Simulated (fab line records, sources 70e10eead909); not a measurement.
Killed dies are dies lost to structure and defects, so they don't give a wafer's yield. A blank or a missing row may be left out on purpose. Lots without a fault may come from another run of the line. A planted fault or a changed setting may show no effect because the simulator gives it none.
Which tool did it? | flow nand_harc | 20 lots, 60 wafers sampled, at 6 steps of a route of 1302

WHAT THE GAUGES READ, wafer by wafer
The record holds no reading of a measuring or inspecting step that can be judged against a usual standard deviation.

WHICH TOOL RAN EACH LOT (tool, then ch and the chambers of the sampled wafers, then the start)
lot  | NHARC_A_SGD_CUT_ETCH_58            | NHARC_A_SLIT_ETCH_26             | NHARC_A_SLIT_STRIP_18                         | NHARC_A_CONTACT_DEP_24          | NHARC_A_CONTACT_STRIP_55                      | NHARC_A_CONTACT_ETCH_75
L074 | rie_diel-03 ch 2,3, day 19 02:44   | har_etch-02 ch 0,1, day 20 03:02 | rie_diel-13 ch 0,1,2, day 21 03:02 or earlier | pecvd-03 ch 0,1, day 21 03:02   | rie_diel-04 ch 1,2,3, day 22 01:50 or earlier | rie_diel-04 ch 0,2, day 22 01:50
L077 | rie_diel-07 ch 1,2,3, day 20 02:19 | har_etch-01 ch 0,1, day 20 22:50 | rie_diel-13 ch 1,3, day 22 01:04 or earlier   | pecvd-03 ch 0,1,2, day 22 01:04 | rie_diel-04 ch 1,2, day 22 20:52 or earlier   | rie_diel-08 ch 0,2, day 22 20:52
L076 | rie_diel-11 ch 0,2,3, day 20 02:39 | har_etch-01 ch 1, day 20 18:59   | rie_diel-01 ch 1,2,3, day 21 21:37 or earlier | pecvd-03 ch 0,1,2, day 21 21:37 | rie_diel-04 ch 0,1, day 22 17:01 or earlier   | rie_diel-04 ch 0,1,3, day 22 17:01
L078 | rie_diel-11 ch 1,3, day 20 10:58   | har_etch-02 ch 0,1, day 21 03:15 | rie_diel-13 ch 0,1,3, day 22 07:41 or earlier | pecvd-01 ch 0,1, day 22 07:41   | rie_diel-04 ch 1,3, day 22 23:59 or earlier   | rie_diel-08 ch 0,1, day 22 23:59
L079 | rie_diel-11 ch 1,2,3, day 21 06:58 | har_etch-01 ch 1, day 22 06:34   | rie_diel-13 ch 0,2,3, day 23 09:16 or earlier | pecvd-01 ch 0,1, day 23 09:16   | rie_diel-04 ch 0,1,2, day 24 02:00 or earlier | rie_diel-04 ch 1,3, day 24 02:00
L080 | rie_diel-03 ch 0,2, day 22 05:56   | har_etch-01 ch 0,1, day 22 22:45 | rie_diel-05 ch 0,2,3, day 24 01:50 or earlier | pecvd-01 ch 0,1, day 24 01:50   | rie_diel-08 ch 1,2,3, day 24 18:23 or earlier | rie_diel-04 ch 0,2,3, day 24 18:23
L081 | rie_diel-11 ch 0,1,3, day 22 06:14 | har_etch-02 ch 0,1, day 22 22:17 | rie_diel-01 ch 1,3, day 24 01:47 or earlier   | pecvd-02 ch 0,1,2, day 24 01:47 | rie_diel-04 ch 0,2,3, day 24 21:37 or earlier | rie_diel-04 ch 2,3, day 24 21:37
L082 | rie_diel-07 ch 0,1,2, day 22 16:06 | har_etch-02 ch 0,1, day 23 09:38 | rie_diel-01 ch 0,1,2, day 24 13:02 or earlier | pecvd-01 ch 0,1,2, day 24 13:02 | rie_diel-04 ch 1,2,3, day 25 05:38 or earlier | rie_diel-04 ch 1,2,3, day 25 05:38
L083 | rie_diel-11 ch 0,2,3, day 23 01:07 | har_etch-02 ch 0,1, day 23 17:44 | rie_diel-01 ch 0,1, day 24 20:20 or earlier   | pecvd-03 ch 0,2, day 24 20:20   | rie_diel-08 ch 1,2, day 25 15:56 or earlier   | rie_diel-04 ch 1,2,3, day 25 15:56
L084 | rie_diel-03 ch 1,3, day 23 14:10   | har_etch-01 ch 0, day 24 06:34   | rie_diel-13 ch 0,2, day 25 10:40 or earlier   | pecvd-01 ch 0,2, day 25 10:40   | rie_diel-04 ch 1,2, day 26 03:41 or earlier   | rie_diel-08 ch 0,1,2, day 26 03:41
L085 | rie_diel-11 ch 0,2, day 24 08:56   | har_etch-01 ch 0,1, day 25 03:16 | rie_diel-05 ch 1,2, day 26 05:30 or earlier   | pecvd-01 ch 0,1,2, day 26 05:30 | rie_diel-04 ch 0,1,3, day 27 03:11 or earlier | rie_diel-04 ch 1,2,3, day 27 03:11
L087 | rie_diel-03 ch 0,1,3, day 24 09:05 | har_etch-02 ch 0,1, day 25 02:54 | rie_diel-01 ch 0,1, day 25 03:58              | pecvd-02 ch 0,1,2, day 26 05:10 | rie_diel-08 ch 1,2,3, day 27 01:41 or earlier | rie_diel-10 ch 0,2,3, day 27 01:41
L089 | rie_diel-03 ch 0,1,2, day 25 19:32 | har_etch-01 ch 1, day 26 15:44   | rie_diel-01 ch 0,2, day 27 19:08 or earlier   | pecvd-01 ch 0,1, day 27 19:08   | rie_diel-10 ch 0,1,3, day 28 13:39 or earlier | rie_diel-04 ch 0,2,3, day 28 13:39
L091 | rie_diel-11 ch 0,1,2, day 25 19:42 | har_etch-02 ch 0,1, day 26 12:00 | rie_diel-01 ch 0,1,2, day 27 14:26 or earlier | pecvd-02 ch 1,2, day 27 14:26   | rie_diel-08 ch 0,1,3, day 28 08:10 or earlier | rie_diel-04 ch 0,1,3, day 28 08:10
L088 | rie_diel-03 ch 0,1,3, day 25 21:53 | har_etch-01 ch 0,1, day 26 19:32 | rie_diel-13 ch 0,1,2, day 28 00:31 or earlier | pecvd-01 ch 0,1, day 28 00:31   | rie_diel-08 ch 0,1,2, day 28 17:40 or earlier | rie_diel-08 ch 0,1, day 28 17:40
L092 | rie_diel-11 ch 1,2,3, day 26 19:13 | har_etch-01 ch 0,1, day 27 12:28 | rie_diel-13 ch 1,2, day 28 15:07 or earlier   | pecvd-02 ch 1,2, day 28 15:07   | rie_diel-04 ch 0,1, day 29 09:18 or earlier   | rie_diel-08 ch 0,1,3, day 29 09:18
L093 | rie_diel-03 ch 1,2,3, day 26 20:05 | har_etch-02 ch 0,1, day 27 13:07 | rie_diel-05 ch 0,1,3, day 28 14:50 or earlier | pecvd-01 ch 0,1, day 28 14:50   | rie_diel-04 ch 2,3, day 29 08:46 or earlier   | rie_diel-04 ch 1,2,3, day 29 08:46
L094 | rie_diel-11 ch 0,2,3, day 27 13:02 | har_etch-01 ch 0,1, day 28 06:02 | rie_diel-05 ch 0,1,2, day 29 09:46 or earlier | pecvd-03 ch 0,1,2, day 29 09:46 | rie_diel-10 ch 0,1,3, day 30 03:55 or earlier | rie_diel-04 ch 1,2,3, day 30 03:55
L097 | rie_diel-11 ch 0,2, day 27 22:29   | har_etch-02 ch 0,1, day 28 15:07 | rie_diel-13 ch 1,3, day 29 18:23 or earlier   | pecvd-01 ch 0,2, day 29 18:23   | rie_diel-04 ch 0,2,3, day 30 12:31 or earlier | rie_diel-10 ch 1,2,3, day 30 12:31
L096 | rie_diel-07 ch 1,3, day 27 22:30   | har_etch-01 ch 0,1, day 28 18:50 | rie_diel-01 ch 1,3, day 29 23:04 or earlier   | pecvd-02 ch 0,1,2, day 29 23:04 | rie_diel-08 ch 0,3, day 30 17:29 or earlier   | rie_diel-08 ch 0,2, day 30 17:29
- NHARC_A_SGD_CUT_ETCH_58: etches the open film in CF4, target depth 39 nm, time 65 s.
- NHARC_A_SLIT_ETCH_26: etches the open film in C4F8/O2/Ar, time 90 s, target depth 400 nm.
- NHARC_A_SLIT_STRIP_18: strips in O2.
- NHARC_A_CONTACT_DEP_24: deposits SiO2, target thk 500 nm.
- NHARC_A_CONTACT_STRIP_55: strips in O2.
- NHARC_A_CONTACT_ETCH_75: etches the open film in CF4, target depth 39 nm, time 65 s.

WHAT THE TOOLS THEMSELVES READ (means of the sampled wafers that have a number; where no wafer has one, the mark that the record gives instead)
NHARC_A_SGD_CUT_ETCH_58. Usual: bias_w 99.9 W, standard deviation 0.3; drypump_motor_current_A 5.9 A, standard deviation 0.45; oes_product_au 1.000 a.u., standard deviation 0.012; rf_vpp_V 151.5 V, standard deviation 1.1; showerhead_plenum_p_Torr 1.78 Torr, standard deviation 0.06; throttle_valve_pct 13.284 %, standard deviation 0.0095.
lot  | tool        | bias_w (W) | drypump_motor_current_A (A) | oes_product_au (a.u.) | rf_vpp_V (V) | showerhead_plenum_p_Torr (Torr) | throttle_valve_pct (%) | flag
L074 | rie_diel-03 | 100.0      | 5.9                         | 0.988                 | 153.0        | 1.81                            | 13.281                 |
L077 | rie_diel-07 | 100.0      | 5.6                         | 1.001                 | 150.2        | 1.73                            | 13.292                 |
L076 | rie_diel-11 | 100.0      | 6.0                         | 1.007                 | 151.7        | 1.79                            | 13.280                 |
L078 | rie_diel-11 | 99.8       | 6.3                         | 1.009                 | 152.2        | 1.86                            | 13.284                 |
L079 | rie_diel-11 | 100.0      | 6.2                         | 1.004                 | 152.2        | 1.83                            | 13.284                 |
L080 | rie_diel-03 | 99.8       | 5.9                         | 0.993                 | 152.2        | 1.84                            | 13.289                 |
L081 | rie_diel-11 | 99.8       | 6.2                         | 1.003                 | 151.9        | 1.81                            | 13.279                 |
L082 | rie_diel-07 | 100.1      | 5.7                         | 0.991                 | 150.6        | 1.69                            | 13.283                 |
L083 | rie_diel-11 | 99.8       | 6.0                         | 0.988                 | 151.5        | 1.79                            | 13.280                 |
L084 | rie_diel-03 | 100.0      | 5.6                         | 1.005                 | 151.8        | 1.76                            | 13.279                 |
L085 | rie_diel-11 | 100.0      | 5.9                         | 1.001                 | 151.5        | 1.77                            | 13.277                 |
L087 | rie_diel-03 | 100.0      | 5.6                         | 0.998                 | 152.3        | 1.79                            | 13.285                 |
L089 | rie_diel-03 | 99.8       | 5.9                         | 1.004                 | 151.6        | 1.81                            | 13.285                 |
L091 | rie_diel-11 | 99.9       | 6.1                         | 1.000                 | 151.4        | 1.79                            | 13.284                 |
L088 | rie_diel-03 | 99.9       | 5.6                         | 0.997                 | 152.2        | 1.79                            | 13.301                 |
L092 | rie_diel-11 | 99.9       | 6.2                         | 1.006                 | 151.9        | 1.83                            | 13.294                 |
L093 | rie_diel-03 | 100.2      | 5.9                         | 0.996                 | 151.0        | 1.78                            | 13.295                 |
L094 | rie_diel-11 | 100.1      | 6.0                         | 0.999                 | 152.0        | 1.79                            | 13.284                 |
L097 | rie_diel-11 | 99.9       | 5.9                         | 0.985                 | 150.7        | 1.77                            | 13.288                 |
L096 | rie_diel-07 | 99.5       | 5.6                         | 1.003                 | 149.5        | 1.73                            | 13.275                 |

NHARC_A_SLIT_ETCH_26. Usual: bias_v 401 V, standard deviation 4.2; drypump_motor_current_A 5.50 A, standard deviation 0.26; he_backside_leak_sccm 6.3 sccm, standard deviation 0.99; showerhead_plenum_p_Torr 3.72 Torr, standard deviation 0.12; throttle_valve_pct 27.620 %, standard deviation 0.0093.
lot  | tool        | bias_v (V) | drypump_motor_current_A (A) | he_backside_leak_sccm (sccm) | showerhead_plenum_p_Torr (Torr) | throttle_valve_pct (%) | flag
L074 | har_etch-02 | 397        | 5.53                        | 5.2                          | 3.88                            | 27.617                 |
L077 | har_etch-01 | 399        | 5.54                        | 6.5                          | 3.67                            | 27.625                 |
L076 | har_etch-01 | 404        | 5.48                        | 6.2                          | 3.67                            | 27.623                 |
L078 | har_etch-02 | 398        | 5.53                        | 5.5                          | 3.87                            | 27.615                 |
L079 | har_etch-01 | 408        | 5.50                        | 6.4                          | 3.66                            | 27.622                 |
L080 | har_etch-01 | 401        | 5.54                        | 6.7                          | 3.66                            | 27.615                 |
L081 | har_etch-02 | 396        | 5.30                        | 5.2                          | 3.78                            | 27.618                 |
L082 | har_etch-02 | 399        | 5.54                        | 5.4                          | 3.85                            | 27.629                 |
L083 | har_etch-02 | 403        | 5.29                        | 5.2                          | 3.78                            | 27.615                 |
L084 | har_etch-01 | 403        | 5.64                        | 7.7                          | 3.65                            | 27.621                 |
L085 | har_etch-01 | 402        | 5.59                        | 7.3                          | 3.64                            | 27.618                 |
L087 | har_etch-02 | 406        | 5.30                        | 5.2                          | 3.77                            | 27.614                 |
L089 | har_etch-01 | 403        | 5.49                        | 6.8                          | 3.63                            | 27.625                 |
L091 | har_etch-02 | 399        | 5.30                        | 5.3                          | 3.76                            | 27.629                 |
L088 | har_etch-01 | 400        | 5.60                        | 7.4                          | 3.63                            | 27.619                 |
L092 | har_etch-01 | 398        | 5.58                        | 7.6                          | 3.62                            | 27.617                 |
L093 | har_etch-02 | 400        | 5.31                        | 5.3                          | 3.75                            | 27.624                 |
L094 | har_etch-01 | 398        | 5.53                        | 7.3                          | 3.62                            | 27.621                 |
L097 | har_etch-02 | 404        | 5.30                        | 5.3                          | 3.74                            | 27.629                 |
L096 | har_etch-01 | 401        | 5.54                        | 7.3                          | 3.61                            | 27.614                 |

NHARC_A_SLIT_STRIP_18. Usual: drypump_motor_current_A 5.8 A, standard deviation 0.35; oes_product_au 1.005 a.u., standard deviation 0.012; rf_vpp_V 57.8 V, standard deviation 0.86; showerhead_plenum_p_Torr 3.56 Torr, standard deviation 0.15; throttle_valve_pct 17.035 %, standard deviation 0.0087.
lot  | tool        | drypump_motor_current_A (A) | oes_product_au (a.u.) | rf_vpp_V (V) | showerhead_plenum_p_Torr (Torr) | throttle_valve_pct (%) | flag
L074 | rie_diel-13 | 5.8                         | 1.015                 | 57.3         | 3.54                            | 17.033                 |
L077 | rie_diel-13 | 5.8                         | 1.021                 | 57.9         | 3.48                            | 17.035                 |
L076 | rie_diel-01 | 5.7                         | 1.001                 | 57.7         | 3.56                            | 17.036                 |
L078 | rie_diel-13 | 5.8                         | 1.020                 | 57.3         | 3.43                            | 17.040                 |
L079 | rie_diel-13 | 5.7                         | 1.010                 | 57.1         | 3.46                            | 17.035                 |
L080 | rie_diel-05 | 5.9                         | 1.001                 | 58.9         | 3.72                            | 17.039                 |
L081 | rie_diel-01 | 5.9                         | 1.017                 | 58.0         | 3.45                            | 17.035                 |
L082 | rie_diel-01 | 5.5                         | 0.992                 | 57.7         | 3.59                            | 17.042                 |
L083 | rie_diel-01 | 5.7                         | 0.995                 | 57.7         | 3.60                            | 17.021                 |
L084 | rie_diel-13 | 5.7                         | 1.005                 | 58.1         | 3.57                            | 17.032                 |
L085 | rie_diel-05 | 6.3                         | 1.006                 | 57.1         | 3.68                            | 17.046                 |
L087 | rie_diel-01 | 5.6                         | 1.006                 | 57.6         | 3.49                            | 17.030                 |
L089 | rie_diel-01 | 5.4                         | 1.002                 | 56.3         | 3.48                            | 17.036                 |
L091 | rie_diel-01 | 5.5                         | 0.990                 | 58.1         | 3.58                            | 17.040                 |
L088 | rie_diel-13 | 5.8                         | 1.010                 | 57.7         | 3.54                            | 17.032                 |
L092 | rie_diel-13 | 5.8                         | 1.017                 | 57.8         | 3.63                            | 17.046                 |
L093 | rie_diel-05 | 5.9                         | 1.002                 | 57.7         | 3.65                            | 17.031                 |
L094 | rie_diel-05 | 5.9                         | 0.989                 | 57.7         | 3.67                            | 17.031                 |
L097 | rie_diel-13 | 5.7                         | 1.008                 | 56.6         | 3.39                            | 17.026                 |
L096 | rie_diel-01 | 5.8                         | 0.999                 | 58.5         | 3.57                            | 17.040                 |

NHARC_A_CONTACT_DEP_24. Usual: chamber_pressure_Torr 6.500 Torr, standard deviation 0.013; heater_power_w 580 W, standard deviation 66; throttle_valve_pct 16.3 %, standard deviation 0.59.
lot  | tool     | chamber_pressure_Torr (Torr) | heater_power_w (W) | throttle_valve_pct (%) | flag
L074 | pecvd-03 | 6.500                        | 555                | 16.4                   |
L077 | pecvd-03 | 6.514                        | 578                | 16.7                   |
L076 | pecvd-03 | 6.503                        | 562                | 16.7                   |
L078 | pecvd-01 | 6.511                        | 598                | 16.0                   |
L079 | pecvd-01 | 6.492                        | 565                | 16.1                   |
L080 | pecvd-01 | 6.500                        | 584                | 15.9                   |
L081 | pecvd-02 | 6.501                        | 551                | 16.1                   |
L082 | pecvd-01 | 6.497                        | 553                | 16.3                   |
L083 | pecvd-03 | 6.499                        | 557                | 16.4                   |
L084 | pecvd-01 | 6.501                        | 624                | 16.5                   |
L085 | pecvd-01 | 6.486                        | 577                | 16.3                   |
L087 | pecvd-02 | 6.495                        | 538                | 16.1                   |
L089 | pecvd-01 | 6.498                        | 560                | 16.1                   |
L091 | pecvd-02 | 6.505                        | 621                | 15.5                   |
L088 | pecvd-01 | 6.504                        | 574                | 16.1                   |
L092 | pecvd-02 | 6.491                        | 603                | 15.6                   |
L093 | pecvd-01 | 6.487                        | 556                | 16.0                   |
L094 | pecvd-03 | 6.491                        | 594                | 16.6                   |
L097 | pecvd-01 | 6.496                        | 544                | 16.0                   |
L096 | pecvd-02 | 6.498                        | 554                | 16.1                   |

NHARC_A_CONTACT_STRIP_55. Usual: drypump_motor_current_A 5.7 A, standard deviation 0.5; oes_product_au 0.998 a.u., standard deviation 0.013; rf_vpp_V 57.7 V, standard deviation 0.84; showerhead_plenum_p_Torr 3.53 Torr, standard deviation 0.14; throttle_valve_pct 17.037 %, standard deviation 0.0092.
lot  | tool        | drypump_motor_current_A (A) | oes_product_au (a.u.) | rf_vpp_V (V) | showerhead_plenum_p_Torr (Torr) | throttle_valve_pct (%) | flag
L074 | rie_diel-04 | 5.6                         | 1.004                 | 57.2         | 3.42                            | 17.035                 |
L077 | rie_diel-04 | 6.1                         | 0.999                 | 58.5         | 3.45                            | 17.041                 |
L076 | rie_diel-04 | 5.8                         | 0.996                 | 58.0         | 3.64                            | 17.035                 |
L078 | rie_diel-04 | 5.2                         | 0.990                 | 57.6         | 3.39                            | 17.043                 |
L079 | rie_diel-04 | 6.0                         | 1.001                 | 58.9         | 3.55                            | 17.039                 |
L080 | rie_diel-08 | 5.6                         | 1.003                 | 57.5         | 3.54                            | 17.026                 |
L081 | rie_diel-04 | 5.8                         | 0.993                 | 57.9         | 3.46                            | 17.040                 |
L082 | rie_diel-04 | 5.6                         | 0.990                 | 57.3         | 3.42                            | 17.041                 |
L083 | rie_diel-08 | 6.0                         | 1.007                 | 58.1         | 3.51                            | 17.034                 |
L084 | rie_diel-04 | 5.8                         | 0.996                 | 58.0         | 3.50                            | 17.039                 |
L085 | rie_diel-04 | 5.5                         | 0.995                 | 56.6         | 3.51                            | 17.044                 |
L087 | rie_diel-08 | 5.7                         | 0.995                 | 58.3         | 3.53                            | 17.034                 |
L089 | rie_diel-10 | 5.4                         | 0.981                 | 57.9         | 3.66                            | 17.031                 |
L091 | rie_diel-08 | 5.5                         | 1.017                 | 57.7         | 3.61                            | 17.043                 |
L088 | rie_diel-08 | 6.0                         | 0.999                 | 57.6         | 3.59                            | 17.041                 |
L092 | rie_diel-04 | 5.7                         | 0.993                 | 58.2         | 3.58                            | 17.038                 |
L093 | rie_diel-04 | 5.5                         | 0.990                 | 56.8         | 3.32                            | 17.040                 |
L094 | rie_diel-10 | 5.5                         | 0.991                 | 58.1         | 3.65                            | 17.028                 |
L097 | rie_diel-04 | 5.8                         | 1.001                 | 57.9         | 3.45                            | 17.038                 |
L096 | rie_diel-08 | 5.8                         | 1.018                 | 57.4         | 3.68                            | 17.039                 |

NHARC_A_CONTACT_ETCH_75. Usual: bias_w 99.97 W, standard deviation 0.29; drypump_motor_current_A 5.7 A, standard deviation 0.51; oes_product_au 0.997 a.u., standard deviation 0.014; rf_vpp_V 151.3 V, standard deviation 1.2; showerhead_plenum_p_Torr 1.77 Torr, standard deviation 0.074; throttle_valve_pct 13.284 %, standard deviation 0.0096.
lot  | tool        | bias_w (W) | drypump_motor_current_A (A) | oes_product_au (a.u.) | rf_vpp_V (V) | showerhead_plenum_p_Torr (Torr) | throttle_valve_pct (%) | flag
L074 | rie_diel-04 | 99.84      | 6.3                         | 1.009                 | 150.7        | 1.76                            | 13.281                 |
L077 | rie_diel-08 | 100.15     | 6.2                         | 1.018                 | 151.7        | 1.80                            | 13.277                 |
L076 | rie_diel-04 | 100.30     | 5.5                         | 0.988                 | 150.4        | 1.76                            | 13.288                 |
L078 | rie_diel-08 | 99.98      | 5.7                         | 1.005                 | 151.8        | 1.81                            | 13.290                 |
L079 | rie_diel-04 | 99.90      | 5.2                         | 0.994                 | 150.2        | 1.70                            | 13.280                 |
L080 | rie_diel-04 | 100.01     | 5.8                         | 0.993                 | 151.2        | 1.74                            | 13.282                 |
L081 | rie_diel-04 | 100.06     | 5.9                         | 0.994                 | 150.1        | 1.69                            | 13.280                 |
L082 | rie_diel-04 | 99.92      | 5.6                         | 0.981                 | 150.8        | 1.71                            | 13.292                 |
L083 | rie_diel-04 | 100.37     | 5.6                         | 0.991                 | 151.6        | 1.71                            | 13.279                 |
L084 | rie_diel-08 | 99.71      | 6.0                         | 1.006                 | 151.4        | 1.80                            | 13.291                 |
L085 | rie_diel-04 | 99.79      | 5.6                         | 0.983                 | 149.8        | 1.71                            | 13.289                 |
L087 | rie_diel-10 | 100.15     | 5.3                         | 0.993                 | 152.3        | 1.84                            | 13.279                 |
L089 | rie_diel-04 | 100.22     | 5.8                         | 0.983                 | 151.5        | 1.73                            | 13.282                 |
L091 | rie_diel-04 | 99.68      | 5.5                         | 0.995                 | 150.9        | 1.76                            | 13.276                 |
L088 | rie_diel-08 | 100.14     | 5.7                         | 0.998                 | 151.4        | 1.80                            | 13.280                 |
L092 | rie_diel-08 | 99.70      | 5.6                         | 1.012                 | 152.2        | 1.81                            | 13.275                 |
L093 | rie_diel-04 | 99.83      | 5.6                         | 0.990                 | 151.0        | 1.71                            | 13.283                 |
L094 | rie_diel-04 | 99.65      | 5.6                         | 0.998                 | 150.9        | 1.71                            | 13.283                 |
L097 | rie_diel-10 | 99.95      | 5.4                         | 0.991                 | 152.0        | 1.83                            | 13.291                 |
L096 | rie_diel-08 | 99.80      | 6.2                         | 1.019                 | 151.9        | 1.83                            | 13.278                 |

THE ANSWER, worked out from the rows above alone
Rule: a lot is off if the mean of its wafers that have a number lies more than 3 standard deviations from the usual mean. A lot without any number at a reading at which 4 lots or more have one is off too. The other lots that the step has rows for count as sound. The gauges are gone through in route order, then the tools' own readings, and for those a lot's mean is taken as printed above. The first step at which some lot is off is used, and at that step the reading that is off furthest; a lot without a number counts as furthest.
No lot is off at any reading shown: from this, nothing can be told.

WHAT THE SIMULATOR HAD PUT IN
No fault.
